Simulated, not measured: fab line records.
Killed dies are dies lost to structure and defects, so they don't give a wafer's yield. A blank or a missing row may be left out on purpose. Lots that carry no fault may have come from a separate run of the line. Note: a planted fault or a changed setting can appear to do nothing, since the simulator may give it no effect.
fab line records    flow nand-harc
[record] lots = 11  wafers = 33  last-day = 34
route steps=1302 shown A_STAIRCASE@679 END@1302
lots that met no fault: taken from a fault-free run of the same line
start-h: hours from the record's opening day to when the first of the lot's shown wafers began    wait-h: hours since the lot's step before    " same as the row above    L1.1+2: a row that stands for several wafers    - value missing, or start not given    * or withheld: withheld    < > ~ a bound
route shown NAME@n: NAME is a module with steps in the file, n the number in the route of the first one    usual: mean and standard deviation over wafers with no fault    same: alike in all rows    chamber/n: place in a boat    sites: readings site by site    _std_site: the values' standard deviation    _edge_site: mean of outer sites minus mean of inner sites    radius-mm: for every site, how far away it sits from the centre of the wafer    mask NAME#n: copy n    behind: the last tool/chamber to shape the wafer    hold: cause of the lot's hold/its duration in hours/its outcome    device: the n, p or np transistor that did not switch    end of line: the tests these same wafers got at the end of their route    for a step that has no rows: nothing shown but its recipe    killed: at the first sort, the dies lost to defects and structure; wafer yield is something else    map: the dies of a wafer, with x for killed, . for not killed, _ for no die there
set.NAME: the setting the step ran with; set.NAME@STEP: the setting that earlier step ran with    model.NAME: the simulator's own value behind a step, which no gauge read
route steps across a sampled set of lots; one table per step, one row per wafer
services: the hour from which a tool's chamber was out of use, counted from the record's first day as start-h (under 0 if before that day), plus the number of hours and why
[[steps]]
[step NHARC_A_STAIRCASE_TRIM_22]
[recipe] time-s = 211.2  o2-flow-sccm = 500  ar-flow-sccm = 0  bias-w = 0  chemistry = O2
[usual] drypump-motor-current-A = 5.7/0.37  oes-product-au = 1.000/0.011  rf-vpp-V = 57.9/0.91  showerhead-plenum-p-Torr = 3.57/0.16  throttle-valve-pct = 17.037/0.009
[same] bias-w = 0
lot.wafer  tool         chamber  start-h  wait-h  drypump-motor-current-A  oes-product-au  rf-hours-counter-h  rf-vpp-V  showerhead-plenum-p-Torr  throttle-valve-pct
L985.1     rie-diel-06  3        -        -       5.9                      1.004           12                  59.6      3.78                      17.028
L985.2     "            2        "        "       5.3                      0.996           12                  59.8      3.80                      17.032
L985.4     "            1        "        "       5.8                      0.992           -                   56.6      3.74                      17.027
L989.4     rie-diel-06  3        -        -       5.9                      1.000           25                  60.0      3.77                      17.032
L989.2     "            1        "        "       5.8                      0.993           25                  58.7      3.73                      17.030
L989.5     "            2        "        "       5.3                      0.979           -                   57.0      3.79                      17.043
L990.1     rie-diel-07  0        -        -       5.0                      1.014           38                  58.9      3.38                      17.034
L990.2     "            1        "        "       5.3                      1.010           35                  57.8      3.76                      17.042
L990.4     "            2        "        "       5.5                      1.004           -                   57.8      3.45                      17.046
L992.4     rie-diel-01  0        -        -       5.3                      1.002           9                   56.7      3.41                      17.040
L992.5     "            3        "        "       6.3                      1.017           -                   58.6      3.36                      17.028
L992.6     "            0        "        "       5.4                      0.988           -                   56.7      3.41                      17.024
L993.4     rie-diel-06  0        -        -       6.2                      1.006           28                  59.2      3.66                      17.032
L993.5     "            1        "        "       5.8                      0.974           -                   57.7      3.72                      17.021
L993.6     "            2        "        "       5.3                      0.988           -                   58.9      3.78                      17.039
L995.1     rie-diel-07  2        -        -       5.5                      0.989           47                  57.1      3.45                      17.033
L995.2     "            3        "        "       5.8                      0.995           56                  59.5      3.45                      17.022
L995.6     "            3        "        "       5.8                      0.994           -                   56.3      3.45                      17.031
L103.3     rie-diel-06  3        -        -       5.9                      1.000           7                   58.8      3.74                      17.050
L103.2     "            2        "        "       5.3                      0.984           6                   59.0      3.76                      17.030
L103.5     "            3        "        "       5.9                      1.002           -                   58.1      3.74                      17.042
L102.2     rie-diel-07  2        -        -       5.5                      1.000           12                  58.1      3.44                      17.022
L102.3     "            3        "        "       5.8                      0.985           13                  58.4      3.44                      17.036
L102.6     "            1        "        "       5.3                      0.990           -                   59.0      3.74                      17.034
L105.4     rie-diel-01  3        -        -       6.3                      0.993           53                  57.3      3.34                      17.029
L105.1     "            1        "        "       5.6                      0.980           53                  57.5      3.55                      17.046
L105.3     "            2        "        "       6.0                      0.992           58                  58.6      3.49                      17.033
L104.2     rie-diel-07  1        -        -       5.3                      1.006           14                  57.6      3.74                      17.043
L104.3     "            2        "        "       5.5                      0.989           17                  58.5      3.43                      17.034
L104.6     "            0        "        "       5.0                      1.007           -                   55.6      3.36                      17.032
L108.3     rie-diel-01  2        -        -       6.0                      0.993           3                   57.4      3.48                      17.062
L108.1     "            0        "        "       5.4                      1.000           2                   57.0      3.39                      17.033
L108.5     "            1        "        "       5.6                      0.992           -                   58.5      3.54                      17.043
[step NHARC_A_STAIRCASE_TRIM_26]
[recipe] time-s = 211.2  o2-flow-sccm = 500  ar-flow-sccm = 0  bias-w = 0  chemistry = O2
[usual] drypump-motor-current-A = 5.7/0.36  oes-product-au = 1.000/0.01  rf-vpp-V = 57.9/0.95  showerhead-plenum-p-Torr = 3.57/0.16  throttle-valve-pct = 17.037/0.009
[same] bias-w = 0
lot.wafer  tool         chamber  start-h  wait-h  drypump-motor-current-A  oes-product-au  rf-hours-counter-h  rf-vpp-V  showerhead-plenum-p-Torr  throttle-valve-pct
L985.2     rie-diel-06  1        -        -       5.9                      0.988           12                  59.7      3.74                      17.034
L985.1     "            2        "        "       5.3                      0.982           12                  59.3      3.80                      17.035
L985.4     "            2        "        "       5.3                      0.998           -                   58.0      3.80                      17.035
L989.2     rie-diel-06  3        -        -       5.9                      1.001           25                  57.8      3.77                      17.041
L989.4     "            1        "        "       5.8                      0.998           25                  57.9      3.73                      17.022
L989.5     "            2        "        "       5.3                      0.988           -                   58.3      3.79                      17.033
L990.1     rie-diel-07  2        -        -       5.5                      1.007           33                  56.6      3.45                      17.028
L990.2     "            0        "        "       5.0                      1.018           38                  57.4      3.38                      17.052
L990.4     "            0        "        "       5.0                      1.013           -                   57.6      3.38                      17.045
L992.4     rie-diel-01  1        -        -       5.7                      1.010           11                  58.9      3.57                      17.021
L992.5     "            0        "        "       5.3                      1.007           -                   59.9      3.41                      17.042
L992.6     "            1        "        "       5.6                      1.008           -                   58.4      3.57                      17.025
L993.4     rie-diel-06  1        -        -       5.8                      0.990           45                  57.4      3.72                      17.041
L993.6     "            3        "        "       5.8                      0.998           -                   59.4      3.76                      17.036
L993.5     "            0        "        "       6.2                      1.025           -                   58.0      3.66                      17.040
L995.1     rie-diel-07  2        -        -       5.5                      0.985           47                  57.3      3.45                      17.040
L995.2     "            0        "        "       5.0                      1.002           54                  57.3      3.37                      17.045
L995.6     "            3        "        "       5.8                      0.988           -                   57.2      3.45                      17.043
L103.2     rie-diel-06  0        -        -       6.3                      1.009           5                   59.2      3.65                      17.045
L103.3     "            1        "        "       5.8                      0.992           5                   59.3      3.71                      17.034
L103.5     "            1        "        "       5.7                      0.985           -                   58.8      3.71                      17.029
L102.3     rie-diel-07  2        -        -       5.5                      0.998           13                  57.7      3.44                      17.030
L102.2     "            3        "        "       5.9                      0.977           13                  56.6      3.44                      17.042
L102.6     "            3        "        "       5.8                      1.000           -                   57.1      3.44                      17.046
L105.1     rie-diel-01  0        -        -       5.3                      1.005           48                  58.8      3.39                      17.051
L105.4     "            1        "        "       5.6                      0.995           53                  57.3      3.55                      17.021
L105.3     "            2        "        "       6.0                      0.997           58                  56.9      3.49                      17.048
L104.3     rie-diel-07  2        -        -       5.5                      0.997           17                  57.4      3.43                      17.040
L104.2     "            3        "        "       5.8                      0.987           18                  56.6      3.44                      17.017
L104.6     "            2        "        "       5.5                      1.005           -                   58.3      3.43                      17.039
L108.3     rie-diel-01  3        -        -       6.2                      0.997           3                   58.2      3.33                      17.046
L108.1     "            2        "        "       6.0                      1.009           4                   57.9      3.48                      17.042
L108.5     "            0        "        "       5.4                      1.005           -                   57.1      3.39                      17.043
[step NHARC_A_STAIRCASE_ETCH_188]
[recipe] target-depth-a = 1000  time-s = 40.5  ion-energy-ev = 400  c4f8-flow-sccm = 20  o2-flow-sccm = 10  ar-flow-sccm = withheld  rf-w = 600  bias-w = 1000  chemistry = C4F8/O2
[usual] bias-w = 1000.5/2.5  oes-product-au = 0.942/0.014  rf-fwd-power-W = 591.7/2.1  rf-vpp-V = 897/5.6
lot.wafer  tool         chamber  start-h  wait-h  bias-w  oes-product-au  rf-fwd-power-W  rf-hours-counter-h  rf-vpp-V
L985.1     rie-diel-01  3        353.35   -       998.5   0.950           595.1           50                  891
L985.2     "            1        "        "       1001.4  0.934           590.8           43                  897
L985.4     "            3        "        "       1001.6  0.950           594.0           -                   890
L989.4     rie-diel-07  3        392.13   -       998.7   0.919           589.7           36                  893
L989.2     "            1        "        "       1000.3  0.945           589.9           32                  904
L989.5     "            3        "        "       1002.3  0.929           589.2           -                   894
L990.2     rie-diel-01  1        401.20   -       1005.3  0.937           588.6           4                   897
L990.1     "            2        "        "       1001.1  0.927           588.0           3                   896
L990.4     "            3        "        "       1001.1  0.933           594.9           3                   890
L992.4     rie-diel-01  1        426.78   -       1005.0  0.959           590.5           11                  898
L992.6     "            2        "        "       1000.1  0.966           590.1           -                   895
L992.5     "            3        "        "       1000.2  0.949           593.8           -                   890
L993.4     rie-diel-01  3        439.15   -       993.3   1.199           837.7           15                  890
L993.6     "            0        "        "       999.4   0.958           591.2           -                   890
L993.5     "            1        "        "       997.4   0.954           590.4           -                   897
L995.2     rie-diel-01  1        463.72   -       996.9   0.951           588.9           24                  898
L995.1     "            3        "        "       999.4   1.183           835.8           27                  890
L995.6     "            2        "        "       999.5   0.963           587.1           -                   896
L103.3     rie-diel-07  2        527.90   -       1001.0  0.937           591.9           13                  892
L103.2     "            3        "        "       1003.7  0.925           594.2           14                  893
L103.5     "            1        "        "       1005.0  0.937           592.2           -                   904
L102.2     rie-diel-06  2        528.51   -       997.9   0.921           591.3           7                   904
L102.3     "            0        "        "       995.1   0.935           591.8           6                   900
L102.6     "            2        "        "       998.5   0.927           589.5           -                   905
L105.1     rie-diel-07  2        542.82   -       1001.3  0.931           592.1           19                  892
L105.3     "            3        "        "       998.2   0.925           589.3           19                  893
L105.4     "            0        "        "       996.9   0.937           595.4           15                  890
L104.2     rie-diel-07  1        543.45   -       1003.3  0.927           591.2           17                  905
L104.3     "            2        "        "       997.7   0.924           589.4           19                  892
L104.6     "            1        "        "       1001.0  0.923           592.4           -                   903
L108.3     rie-diel-01  0        588.72   -       999.9   0.936           592.1           3                   891
L108.1     "            3        "        "       1002.6  0.916           590.2           3                   888
L108.5     "            1        "        "       1005.0  0.925           591.2           -                   897
[step NHARC_A_STAIRCASE_ETCH_194]
[recipe] target-depth-a = 1000  time-s = 40.5  ion-energy-ev = 400  c4f8-flow-sccm = 20  o2-flow-sccm = 10  ar-flow-sccm = withheld  rf-w = 600  bias-w = 1000  chemistry = C4F8/O2
[usual] bias-w = 1000/3.1  oes-product-au = 0.942/0.011  rf-fwd-power-W = 592.0/2.4  rf-vpp-V = 897/5.7
lot.wafer  tool         chamber  start-h  wait-h  bias-w  oes-product-au  rf-fwd-power-W  rf-hours-counter-h  rf-vpp-V
L985.1     rie-diel-01  2        -        -       1002    0.937           589.5           50                  896
L985.2     "            3        "        "       1003    0.954           595.8           50                  890
L985.4     "            1        "        "       1000    0.936           590.9           -                   897
L989.2     rie-diel-07  2        -        -       997     0.946           586.9           32                  895
L989.4     "            3        "        "       1000    0.962           590.2           39                  894
L989.5     "            2        "        "       1005    0.969           594.1           -                   893
L990.1     rie-diel-01  2        -        -       998     0.934           588.6           4                   897
L990.4     "            3        "        "       1002    0.937           597.3           4                   890
L990.2     "            0        "        "       1002    0.947           594.2           3                   891
L992.4     rie-diel-01  0        -        -       996     0.951           593.8           10                  892
L992.5     "            1        "        "       999     0.939           594.8           -                   899
L992.6     "            2        "        "       1006    0.946           589.8           -                   894
L993.4     rie-diel-01  3        -        -       995     0.929           593.3           18                  890
L993.6     "            3        "        "       1001    0.930           591.7           -                   890
L993.5     "            0        "        "       996     0.916           591.9           -                   891
L995.1     rie-diel-01  1        -        -       999     0.946           589.1           24                  896
L995.2     "            2        "        "       999     0.954           586.5           27                  895
L995.6     "            3        "        "       1001    0.941           593.8           -                   889
L103.3     rie-diel-07  2        -        -       1001    0.927           589.2           13                  891
L103.2     "            3        "        "       1001    0.921           589.1           14                  893
L103.5     "            2        "        "       1002    0.927           592.7           -                   894
L102.2     rie-diel-06  3        -        -       996     0.943           588.2           8                   904
L102.3     "            0        "        "       999     0.942           592.0           6                   900
L102.6     "            2        "        "       1005    0.936           591.3           -                   906
L105.4     rie-diel-07  1        -        -       998     0.941           594.8           18                  903
L105.1     "            2        "        "       1002    0.935           588.8           20                  893
L105.3     "            3        "        "       1003    0.919           591.7           21                  893
L104.3     rie-diel-07  1        -        -       997     0.933           589.9           18                  905
L104.2     "            3        "        "       998     0.915           591.5           21                  891
L104.6     "            2        "        "       1000    0.936           592.7           -                   893
L108.3     rie-diel-01  3        -        -       1003    0.941           593.1           4                   888
L108.1     "            1        "        "       1005    0.922           592.9           4                   896
L108.5     "            0        "        "       1003    0.941           589.7           -                   891
[step NHARC_END_SORT_01]
[recipe] temp-c = 25
[usual] killed-at-array = 55/15  killed-at-other = 1.0/1.2  killed-at-periphery = 3.4/2.2  killed-dies = 59/15  killed-open = 3.2/2  killed-short = 2.5/1.7
[same] gross-dies = 677
lot.wafer  tool       chamber  start-h  wait-h  killed-at-array  killed-at-other  killed-at-periphery  killed-dies  killed-open  killed-short
L993.4     prober-01  0        656.87   3.4     675              0                2                    677          3            4
L993.5     prober-01  0        657.67   3.7     69               0                1                    70           4            3
L993.6     prober-01  0        658.46   4.0     75               1                2                    78           4            2
L995.1     prober-01  0        677.56   2.5     671              0                6                    677          2            6
L995.2     prober-01  0        678.37   2.8     34               0                4                    38           1            1
L995.6     prober-01  0        681.60   4.0     30               0                4                    34           0            1
L102.2     prober-01  0        719.91   2.8     46               0                7                    53           2            1
L102.3     prober-01  0        720.72   3.1     52               0                9                    61           3            4
L102.6     prober-01  0        723.16   4.1     41               0                8                    49           4            3
L105.1     prober-02  0        746.17   2.5     63               2                4                    69           7            2
L104.2     prober-01  0        746.85   2.7     58               3                1                    62           2            0
L104.3     prober-01  0        747.66   3.1     69               2                3                    74           1            1
L104.6     prober-01  0        750.09   4.1     51               2                3                    56           1            1
// killed by level:class
L993.4 A_STAIRCASE:area-etch=591 A_CHANNEL_HOLE_D1:chamber-film-flake=33 A_SLIT:chamber-film-flake=30 A_CHANNEL_HOLE_D2:chamber-film-flake=12 A_CHANNEL_HOLE_D2:geometric-particle:short=2 A_STAIRCASE:chamber-film-flake=2 P_M0:geometric-particle:short=1 P_M1:geometric-particle:open=1
L993.5 A_SLIT:chamber-film-flake=32 A_CHANNEL_HOLE_D1:chamber-film-flake=13 A_CHANNEL_HOLE_D2:chamber-film-flake=11 A_DECK1_JOINT:chamber-film-flake=2 A_WL_FILL:chamber-film-flake=2 A_ONON_D1:geometric-particle:short=1 A_ONON_D1:geometric-particle:open=1 A_CHANNEL_FILL_D1:geometric-particle:short=1
L993.6 A_CHANNEL_HOLE_D1:chamber-film-flake=32 A_SLIT:chamber-film-flake=28 A_CHANNEL_HOLE_D2:chamber-film-flake=5 A_STAIRCASE:chamber-film-flake=2 A_CONTACT:chamber-film-flake=2 P_GATE:geometric-particle:open=1 A_CHANNEL_FILL_D1:geometric-particle:short=1 A_DECK1_JOINT:geometric-particle:open=1
L995.1 A_STAIRCASE:area-etch=635 A_CHANNEL_HOLE_D2:chamber-film-flake=12 A_CHANNEL_HOLE_D1:chamber-film-flake=4 A_DECK1_JOINT:chamber-film-flake=4 P_GATE:chamber-film-flake=3 A_CONTACT:chamber-film-flake=3 A_SLIT:chamber-film-flake=3 A_WL_FILL:geometric-particle:short=2
L995.2 A_CHANNEL_HOLE_D2:chamber-film-flake=15 A_CHANNEL_HOLE_D1:chamber-film-flake=8 P_M1:chamber-film-flake=4 A_CONTACT:chamber-film-flake=3 A_STAIRCASE:chamber-film-flake=2 A_SLIT:chamber-film-flake=2 A_CHANNEL_HOLE_D1:geometric-particle:open=1 A_CHANNEL_FILL_D1:geometric-particle:short=1
L995.6 A_CHANNEL_HOLE_D2:chamber-film-flake=13 A_CHANNEL_HOLE_D1:chamber-film-flake=6 A_STAIRCASE:chamber-film-flake=5 P_GATE:chamber-film-flake=3 A_SLIT:chamber-film-flake=3 A_ONON_D2:geometric-particle:short=1 P_M1:chamber-film-flake=1 A_ZERO_WELL:chamber-film-flake=1
L102.2 A_CHANNEL_HOLE_D1:chamber-film-flake=30 A_CONTACT:chamber-film-flake=8 P_CONTACT:chamber-film-flake=7 A_WL_FILL:chamber-film-flake=3 A_ONON_D1:geometric-particle:open=1 A_DECK1_JOINT:geometric-particle:open=1 A_CHANNEL_FILL_D2:geometric-particle:short=1 A_CHANNEL_FILL_D2:chamber-film-flake=1
L102.3 A_CHANNEL_HOLE_D1:chamber-film-flake=36 P_CONTACT:chamber-film-flake=5 A_WL_FILL:chamber-film-flake=3 A_CONTACT:chamber-film-flake=3 P_CONTACT:geometric-particle:open=2 A_CHANNEL_FILL_D1:chamber-film-flake=2 A_CHANNEL_FILL_D2:chamber-film-flake=2 P_GATE:geometric-particle:short=1
L102.6 A_CHANNEL_HOLE_D1:chamber-film-flake=29 P_CONTACT:chamber-film-flake=6 A_WL_FILL:chamber-film-flake=4 A_SLIT:chamber-film-flake=2 P_GATE:geometric-particle:open=1 P_M1:geometric-particle:short=1 A_ONON_D1:geometric-particle:open=1 A_ONON_D1:geometric-particle:short=1
L105.1 A_SLIT:chamber-film-flake=34 A_CHANNEL_HOLE_D1:chamber-film-flake=15 A_CONTACT:chamber-film-flake=6 A_CHANNEL_FILL_D2:geometric-particle:open=2 THIN_TSV:chamber-film-flake=2 P_CONTACT:geometric-particle:open=1 P_M0:geometric-particle:open=1 P_M1:geometric-particle:open=1
L104.2 A_CHANNEL_HOLE_D2:chamber-film-flake=26 A_CHANNEL_HOLE_D1:chamber-film-flake=10 A_CONTACT:chamber-film-flake=6 A_SLIT:chamber-film-flake=5 A_M1:chamber-film-flake=4 THIN_TSV:chamber-film-flake=3 A_CHANNEL_FILL_D1:chamber-film-flake=2 A_SGD_CUT:chamber-film-flake=2
L104.3 A_CHANNEL_HOLE_D2:chamber-film-flake=31 A_CHANNEL_HOLE_D1:chamber-film-flake=17 A_SGD_CUT:chamber-film-flake=7 A_SLIT:chamber-film-flake=6 A_CONTACT:chamber-film-flake=3 P_ZERO_WELL:chamber-film-flake=2 THIN_TSV:chamber-film-flake=2 A_CHANNEL_FILL_D2:geometric-particle:short=1
L104.6 A_CHANNEL_HOLE_D2:chamber-film-flake=24 A_CHANNEL_HOLE_D1:chamber-film-flake=8 A_CONTACT:chamber-film-flake=5 A_SLIT:chamber-film-flake=4 P_ZERO_WELL:chamber-film-flake=3 A_M1:chamber-film-flake=3 A_SGD_CUT:chamber-film-flake=2 A_WL_FILL:chamber-film-flake=2
[[services]]
tool         chamber  start-h  hours  kind
rie-diel-06  0        334.55   28.5   repair
rie-diel-01  0        337.93   -      clean
rie-diel-01  1        337.93   -      clean
rie-diel-01  2        337.93   -      clean
rie-diel-01  3        337.93   -      clean
rie-diel-01  0        349.82   14.4   repair
rie-diel-06  1        352.26   5.6    repair
rie-diel-06  -        361.47   1.0    repair
rie-diel-01  1        362.43   -      clean
rie-diel-01  2        362.43   -      clean
rie-diel-01  3        362.43   -      clean
rie-diel-07  2        364.79   12.7   repair
rie-diel-01  -        383.18   9.0    pm
rie-diel-01  0        383.18   9.0    vent-cycle
rie-diel-01  1        383.18   9.0    vent-cycle
rie-diel-01  2        383.18   9.0    vent-cycle
rie-diel-01  0        397.08   3.2    repair
rie-diel-07  2        418.06   6.2    repair
rie-diel-07  1        455.72   4.9    repair
rie-diel-07  -        473.83   9.0    pm
rie-diel-06  -        493.45   9.0    pm
rie-diel-07  0        521.78   16.0   repair
rie-diel-07  2        548.44   31.2   repair
rie-diel-01  -        560.43   9.0    pm
[[key]]
[first-sign] step = NHARC_A_STAIRCASE_ETCH_188  reading = rf-fwd-power-W  direction = up  sigmas = 99+  usual = *  struck = *
[effect] step = NHARC_A_STAIRCASE_ETCH_188  reading = oes-product-au  direction = up  sigmas = 18  usual = 0.942  struck = 1.191
[effect] step = NHARC_END_SORT_01  reading = killed-dies  direction = up  sigmas = 42  usual = 59  struck = 677
[more-kills-born-at] NHARC_A_STAIRCASE_ETCH_188@rie-diel-01 = 1226
met-at NHARC_A_STAIRCASE_ETCH_188
struck-lots L993,L995
struck-wafers L993.4,L995.1
later-rows-left-out L993.4,L995.1
tester-left-out L993,L995
not-acting-at NHARC_A_STAIRCASE_TRIM_22,NHARC_A_STAIRCASE_TRIM_26,NHARC_A_STAIRCASE_ETCH_194
onset-between 426.78 439.15
[fault] kind = process-parameter-drift  tool = rie-diel-01  chamber = 3  onset-h = 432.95  steps = NHARC_A_STAIRCASE_ETCH_188  channel = rf-w  offset = *  shape = step  end-h = 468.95  acts-in = *  stated = *
// tester-left-out: of these lots the tester's yield and bins aren't shown, on N5 and GAA mostly nor the transistor test; their killed dies are dies lost to structure and defects alone, not to doping, threshold or leakage, so they don't give the yield
// later-rows-left-out: the simulator's readings of these wafers behind a module that went badly wrong aren't trusted and aren't shown, but for the sort
